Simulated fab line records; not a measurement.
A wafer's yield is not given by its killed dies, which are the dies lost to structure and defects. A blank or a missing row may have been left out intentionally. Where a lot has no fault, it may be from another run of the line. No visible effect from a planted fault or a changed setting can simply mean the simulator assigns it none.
fab line records | flow nand_harc
[record] lots = 14 wafers = 40 last_day = 33
route steps=1302 shown A_CHANNEL_HOLE_D1@469 A_CHANNEL_FILL_D1@500 A_DECK1_JOINT@539 A_ONON_D2@545
lots with no fault: from the same line, run without faults
start_h: hours from the record's opening day to when the first of the lot's shown wafers began | wait_h: hours since the lot's step before | " repeats the value in the row above | L1.1+2: a row that stands for several wafers | - value missing, or start not given | * or withheld: withheld | < > ~ a bound
route shown NAME@n: NAME is a module with steps in the file, n the number in the route of the first one | usual: mean and standard deviation over wafers with no fault | same: alike in all rows | chamber/n: place in a boat | sites: each site's reading | _std_site: how widely they spread, as a standard deviation | _edge_site: outer sites' mean less inner sites' | radius_mm: for every site, how far away it sits from the centre of the wafer | mask NAME#n: copy n | behind: tool/chamber where the wafer was last shaped | hold: why the lot went on hold/how many hours it stayed there/how the hold came to an end | device: the n, p or np transistor that did not switch | end of line: tests run on the same wafers once the route is complete | a step with no rows: only its recipe | killed: at the first sort, the dies lost to defects and structure; wafer yield is something else | map: per-die view of a wafer (x killed, . not killed, _ where there is no die)
set.NAME: the setting the step ran with; set.NAME@STEP: the setting that earlier step ran with | model.NAME: the simulator's own value behind a step, which no gauge read
a sample of lots followed through the steps of the route, with each step as a table and each wafer as a row
services: a tool's chamber out of use, with start hour (start_h, from the record's first day; less than 0 if before it), hours out, and reason
[[steps]]
[step NHARC_A_CHANNEL_HOLE_D1_ETCH_16]
[recipe] target_depth_a = 31000 over_etch_frac = 0.3 time_s = 806 ion_energy_ev = 150 o2_flow_sccm = 400 cos_flow_sccm = 20 ar_flow_sccm = 0 rf_w = 500 bias_w = 300 chemistry = O2/COS
[usual] chamber_pressure_mTorr = 20.001/0.017 cos_flow_sccm = 20.00/0.055 drypump_motor_current_A = 5.65/0.27 oes_product_au = 1.002/0.0097 rf_vpp_V = 313.9/2.2 showerhead_plenum_p_Torr = 3.11/0.14 throttle_valve_pct = 28.330/0.0089
// columns lot.wafer tool chamber start_h wait_h chamber_pressure_mTorr cos_flow_sccm drypump_motor_current_A oes_product_au rf_hours_counter_h rf_vpp_V showerhead_plenum_p_Torr throttle_valve_pct
L711.3 rie_diel-12 2 - - 19.986 19.94 5.67 0.991 7 314.3 3.04 28.334
L711.2 " 0 " " 19.998 19.99 5.43 0.991 10 315.7 3.26 28.337
L711.6 " 1 " " 20.014 20.01 5.73 0.993 - 311.5 2.91 28.333
L715.1 rie_diel-12 0 - - 20.014 20.04 5.43 1.002 13 317.3 3.26 28.338
L715.5 " 2 " " 20.008 19.98 5.64 1.011 - 313.9 3.04 28.325
L715.6 " 3 " " 20.003 20.04 5.84 0.988 - 316.7 3.27 28.327
L718.1 rie_diel-01 2 - - 19.971 20.03 5.22 0.992 10 311.3 2.94 28.343
L718.3 " 3 " " 19.991 20.02 5.93 1.007 8 311.9 3.04 28.327
L718.6 " 2 " " 19.996 20.03 5.22 0.978 - 310.8 2.94 28.323
L717.1 rie_diel-04 2 - - 19.969 19.90 6.10 1.014 23 315.0 3.04 28.335
L717.3 " 0 " " 20.010 19.97 5.16 0.986 22 318.1 3.33 28.330
L717.6 " 1 " " 19.973 19.95 5.50 1.026 - 315.4 3.08 28.341
L719.1 rie_diel-12 0 - - 20.036 20.01 5.46 1.009 0 315.4 3.26 28.319
L719.6 " 0 " " 19.991 20.02 5.44 0.996 - 315.7 3.26 28.321
L719.5 " 1 " " 20.008 20.05 5.69 1.008 - 311.1 2.90 28.325
L720.2 rie_diel-12 0 - - 19.996 19.91 5.42 1.007 1 316.0 3.26 28.337
L720.3 " 1 " " 19.988 19.92 5.71 1.015 1 310.3 2.90 28.330
L720.1 " 3 " " 20.016 19.92 5.83 1.009 1 316.2 3.27 28.327
L722.4 rie_diel-12 0 - - 20.013 20.04 5.42 0.995 3 315.9 3.25 28.348
L722.2 " 1 " " 19.995 20.01 5.71 1.015 4 310.8 2.90 28.322
L722.5 " 3 " " 20.033 19.96 5.86 0.996 - 317.0 3.27 28.331
L723.2 rie_diel-04 2 - - 20.018 20.01 6.11 0.997 40 313.2 3.03 28.316
L723.1 " 3 " " 19.994 20.05 5.47 0.995 41 315.4 3.20 28.336
L723.4 " 1 " " 19.997 20.07 5.47 0.995 42 312.3 3.07 28.321
L725.1 rie_diel-12 2 - - 20.015 19.97 5.64 0.999 6 313.3 3.04 28.316
L725.2 " 0 " " 19.989 20.03 5.36 0.995 5 316.0 3.25 28.332
L725.3 " 1 " " 20.008 20.04 5.68 1.012 6 309.9 2.90 28.333
L728.1 rie_diel-12 3 - - 19.991 19.91 5.83 1.003 9 315.1 3.26 28.335
L730.3 rie_diel-12 2 - - 20.018 19.95 5.63 1.012 11 313.3 3.04 28.329
L730.2 " 1 " " 19.998 19.99 5.70 1.011 10 309.8 2.90 28.325
L730.5 " 0 " " 19.983 19.99 5.42 1.006 - 316.6 3.25 28.331
L731.3 rie_diel-12 0 - - 20.003 19.99 5.45 0.998 12 316.2 3.25 28.329
L731.1 " 1 " " 20.007 20.02 5.69 1.009 13 311.9 2.90 28.344
L731.2 " 3 " " 19.991 20.05 5.84 1.000 11 317.3 3.26 28.320
L732.1 rie_diel-12 3 - - 19.983 20.14 5.84 1.013 12 315.6 3.26 28.328
L732.2 " 0 " " 19.986 19.98 5.44 1.004 13 316.0 3.25 28.341
L732.4 " 1 " " 20.023 20.02 5.68 1.019 14 311.6 2.90 28.317
L733.2 rie_diel-12 1 - - 20.014 20.00 5.70 1.016 14 311.5 2.90 28.331
L733.4 " 3 " " 19.990 20.02 5.87 1.002 12 316.0 3.26 28.340
L733.6 " 1 " " 19.985 19.96 5.72 1.003 - 311.1 2.90 28.327
[step NHARC_A_CHANNEL_FILL_D1_ETCHBACK_20]
[recipe] target_depth_a = 270 time_s = 13.5 c4f8_flow_sccm = withheld o2_flow_sccm = 8 ar_flow_sccm = withheld rf_w = 600 bias_w = 1500 chemistry = C4F8/O2/Ar
[usual] chamber_pressure_mTorr = 25.001/0.023 oes_product_au = 0.96/0.036 rf_vpp_V = 976/4.4
// columns lot.wafer tool chamber start_h wait_h chamber_pressure_mTorr oes_product_au rf_hours_counter_h rf_vpp_V
L711.3 rie_diel-05 0 228.00 - 25.000 0.90 9.2 984
L711.2 " 3 " " 25.017 0.93 8.6 973
L711.6 " 0 " " 25.034 0.90 - 984
L715.1 rie_diel-09 3 259.92 - 25.004 0.92 5.3 975
L715.5 " 2 " " 24.987 0.94 - 975
L715.6 " 3 " " 24.971 0.93 - 975
L717.1 rie_diel-05 0 292.67 - 25.008 0.95 2.0 984
L717.3 " 3 " " 24.997 0.96 2.2 972
L717.6 " 0 " " 25.018 0.93 - 983
L718.3 rie_diel-09 2 292.72 - 25.012 0.92 6.6 972
L718.1 " 3 " " 24.997 0.93 7.4 976
L718.6 " 2 " " 24.987 0.94 - 974
L720.2 rie_diel-09 0 312.95 - 25.035 0.92 8.5 972
L720.1 " 2 " " 24.981 0.92 8.1 973
L720.3 " 3 " " 25.048 0.91 8.5 976
L719.1 rie_diel-07 1 312.97 - 25.036 1.00 0.5 972
L719.5 " 3 " " 24.994 1.00 - 976
L719.6 " 0 " " 25.016 1.00 - 980
L722.4 rie_diel-09 1 345.06 - 25.019 1.00 0.8 970
L722.2 " 3 " " 24.991 1.02 0.9 977
L722.5 " 0 " " 24.974 0.99 - 974
L723.4 rie_diel-07 3 353.61 - 24.995 0.93 3.1 978
L723.1 " 0 " " 24.998 0.92 3.3 977
L723.2 " 2 " " 24.969 0.92 2.8 983
L725.1 rie_diel-09 0 365.06 - 25.022 0.99 1.2 973
L725.3 " 1 " " 24.996 1.01 1.3 970
L725.2 " 2 " " 24.973 1.01 1.4 972
L728.1 rie_diel-09 0 397.63 - 25.006 1.01 3.2 973
L730.3 rie_diel-07 2 406.64 - 24.996 0.98 4.1 980
L730.2 " 3 " " 24.981 0.99 4.6 976
L730.5 " 1 " " 25.014 1.00 - 971
L731.3 rie_diel-09 0 435.03 - 25.011 0.94 5.0 973
L731.1 " 1 " " 25.000 0.93 5.1 968
L731.2 " 2 " " 25.006 0.93 5.2 973
L733.4 rie_diel-07 0 441.18 - 25.015 0.98 7.8 979
L733.2 " 3 " " 25.024 0.99 7.7 976
L733.6 " 1 " " 25.056 0.99 - 973
L732.2 rie_diel-09 1 441.18 - 24.972 0.93 5.1 968
L732.1 " 2 " " 25.048 0.92 5.3 973
L732.4 " 3 " " 24.979 0.93 5.2 975
[step NHARC_A_DECK1_JOINT_CMP_02]
[recipe] material = SiOx
[usual] motor_current_A = 12.1/1.4
// columns lot.wafer tool chamber start_h wait_h motor_current_A
L711.3 cmp-04 1 284.71 0.5 13.9
L711.2 " 2 " " 11.6
L711.6 " 2 " " 10.3
L715.1 cmp-03 2 320.70 0.4 12.8
L715.5 " 0 " " 15.0
L715.6 " 1 " " 11.4
L717.1 cmp-04 1 348.69 0.4 13.2
L717.3 " 2 " " 10.9
L717.6 " 2 " " 11.2
L718.3 cmp-03 1 348.69 0.4 10.8
L718.1 " 2 " " 12.6
L718.6 " 2 " " 12.6
L720.2 cmp-04 3 371.67 0.4 11.0
L720.3 " 1 " " 14.2
L720.1 " 2 " " 11.2
L719.1 cmp-03 2 371.75 0.4 12.7
L719.6 " 3 " " 11.8
L719.5 " 0 " " 15.2
L722.2 cmp-01 2 409.30 0.4 10.6
L722.4 " 3 " " 11.5
L722.5 " 3 " " 11.5
L723.4 cmp-04 2 410.61 0.4 10.8
L723.1 " 3 " " 11.2
L723.2 " 1 " " 14.1
L725.3 cmp-04 2 420.49 0.4 10.5
L725.1 " 3 " " 11.3
L725.2 " 1 " " 13.5
L728.1 cmp-01 1 455.23 0.4 13.2
L730.3 cmp-03 3 462.42 0.4 12.5
L730.2 " 1 " " 11.1
L730.5 " 3 " " 12.0
L731.1 cmp-03 2 491.69 0.4 13.1
L731.2 " 3 " " 12.4
L731.3 " 0 " " 15.4
L732.2 cmp-03 1 505.54 0.4 11.1
L732.4 " 3 " " 12.6
L732.1 " 0 " " 16.1
L733.2 cmp-01 0 505.54 0.4 13.6
L733.4 " 3 " " 11.6
L733.6 " 1 " " 13.0
[step NHARC_A_ONON_D2_DEP_00]
[recipe] target_thk_a = 10000 n2_flow_sccm = 2750 n2o_flow_sccm = 2000 nh3_flow_sccm = 500 sih4_flow_sccm = 210 temp_c = 400
// columns lot.wafer tool chamber start_h wait_h
L711.2+3+6 pecvd_onon-02 0 285.54 0.1
L715.1+5+6 pecvd_onon-01 0 321.42 0.1
L718.1+3+6 pecvd_onon-01 0 349.46 0.1
L717.1+3+6 pecvd_onon-02 0 349.47 0.1
L720.1+2+3 pecvd_onon-01 0 372.44 0.1
L719.1+5+6 pecvd_onon-03 0 372.69 0.1
L722.2+4+5 pecvd_onon-01 0 410.17 0.1
L723.1+2+4 pecvd_onon-02 0 411.47 0.1
L725.1+2+3 pecvd_onon-03 0 421.27 0.1
L728.1 pecvd_onon-02 0 455.95 0.1
L730.2+3+5 pecvd_onon-02 0 463.22 0.1
L731.1+2+3 pecvd_onon-01 0 492.44 0.1
L732.1+2+4 pecvd_onon-03 0 506.31 0.1
L733.2+4+6 pecvd_onon-01 0 506.37 0.1
[step NHARC_A_ONON_D2_THK_MEAS_02]
[recipe] thk_meas_gauge = ellipsometry
[usual] thk_nm = 999/10
// columns lot.wafer tool chamber start_h wait_h hold thk_nm
L711.2 film_metro-02 - 285.99 - - 1011
L711.3 " - " " - 1011
L711.6 " - " " - 1012
L715.1 film_metro-01 - 321.93 - - 992
L715.5 " - " " - 994
L715.6 " - " " - 991
L717.1 film_metro-02 - 349.97 - - 996
L717.3 " - " " - 995
L717.6 " - " " - 994
L718.1 film_metro-01 - 349.97 - - 1001
L718.3 " - " " - 1002
L718.6 " - " " - 1002
L720.1 film_metro-02 - 372.96 - - 998
L720.2 " - " " - 999
L720.3 " - " " - 999
L719.1 film_metro-02 - 373.20 - - 989
L719.5 " - " " - 988
L719.6 " - " " - 990
L722.2 film_metro-01 - 410.62 - - 999
L722.4 " - " " - 997
L722.5 " - " " - 998
L723.1 film_metro-01 - 411.98 - - 994
L723.2 " - " " - 994
L723.4 " - " " - 992
L725.1 film_metro-02 - 421.78 - - 1016
L725.2 " - " " - 1017
L725.3 " - " " - 1014
L728.1 film_metro-02 - 456.46 - await_dispo/0.2h/release 668
L728.1 film_metro-02 - 456.63 0.2 - 668
L730.2 film_metro-02 - 463.67 - await_dispo/0.2h/release 977
L730.3 " - " " await_dispo/0.2h/release 979
L730.5 " - " " await_dispo/0.2h/release 647
L730.2 film_metro-02 - 463.85 0.2 - 980
L730.3 " - " " - 982
L730.5 " - " " - 646
L731.1 film_metro-01 - 492.96 - - 996
L731.2 " - " " - 994
L731.3 " - " " - 995
L732.1 film_metro-01 - 506.82 - - 1000
L732.2 " - " " - 1000
L732.4 " - " " - 997
L733.2 film_metro-02 - 506.82 - - 990
L733.4 " - " " - 989
L733.6 " - " " - 990
[[services]]
// columns tool chamber start_h hours kind
rie_diel-12 2 187.25 2.9 repair
cmp-03 - 208.98 2.1 repair
cmp-03 - 213.48 6.9 repair
rie_diel-09 - 214.93 3.0 repair
cmp-03 - 237.57 1.0 repair
cmp-03 - 252.52 0.3 repair
cmp-03 - 260.26 4.0 pm
rie_diel-12 - 268.43 9.0 pm
pecvd_onon-01 - 273.04 13.0 pm
cmp-03 - 282.06 4.3 repair
rie_diel-12 0 289.24 6.7 repair
rie_diel-09 - 320.10 9.0 pm
rie_diel-12 3 346.41 17.2 repair
rie_diel-09 3 354.91 2.0 repair
cmp-03 - 358.26 4.0 pm
rie_diel-12 3 372.14 9.1 repair
rie_diel-12 0 396.87 3.9 repair
rie_diel-12 - 445.43 9.0 pm
pecvd_onon-01 - 454.04 13.0 pm
cmp-03 - 456.26 4.0 pm
rie_diel-09 2 486.41 7.1 repair
rie_diel-09 1 488.70 10.0 repair
rie_diel-09 3 489.59 6.8 repair
rie_diel-09 - 497.10 9.0 pm
[[key]]
[first_sign] step = NHARC_A_ONON_D2_THK_MEAS_02 reading = visit direction = added
[effect] step = NHARC_A_ONON_D2_THK_MEAS_02 reading = thk_nm direction = down sigmas = 34 usual = 999 struck = 657
met_at NHARC_A_ONON_D2_DEP_00
struck_lots L728,L730
struck_wafers L728.1,L730.5
later_rows_left_out L728.1,L730.5
sort_left_out L728.1,L730.5
tester_left_out L728,L730
not_acting_at NHARC_A_CHANNEL_HOLE_D1_ETCH_16,NHARC_A_CHANNEL_FILL_D1_ETCHBACK_20,NHARC_A_DECK1_JOINT_CMP_02
onset_between 411.47 455.95
[fault] kind = process_parameter_drift tool = pecvd_onon-02 chamber = - onset_h = 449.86 steps = NHARC_A_ONON_D2_DEP_00 channel = target_thk_a offset = * shape = step end_h = 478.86 scope = struck_wafers_only acts_in = * stated = *
// tester_left_out: of these lots the tester's yield and bins aren't shown, on N5 and GAA mostly nor the transistor test; their killed dies are dies lost to structure and defects alone, not to doping, threshold or leakage, so they don't give the yield
// sort_left_out: the simulated sort isn't trusted on such a fault, so these wafers' sort isn't shown, and their yield isn't known
// later_rows_left_out: the simulator's readings of these wafers behind a module that went badly wrong aren't trusted and aren't shown, but for the sort
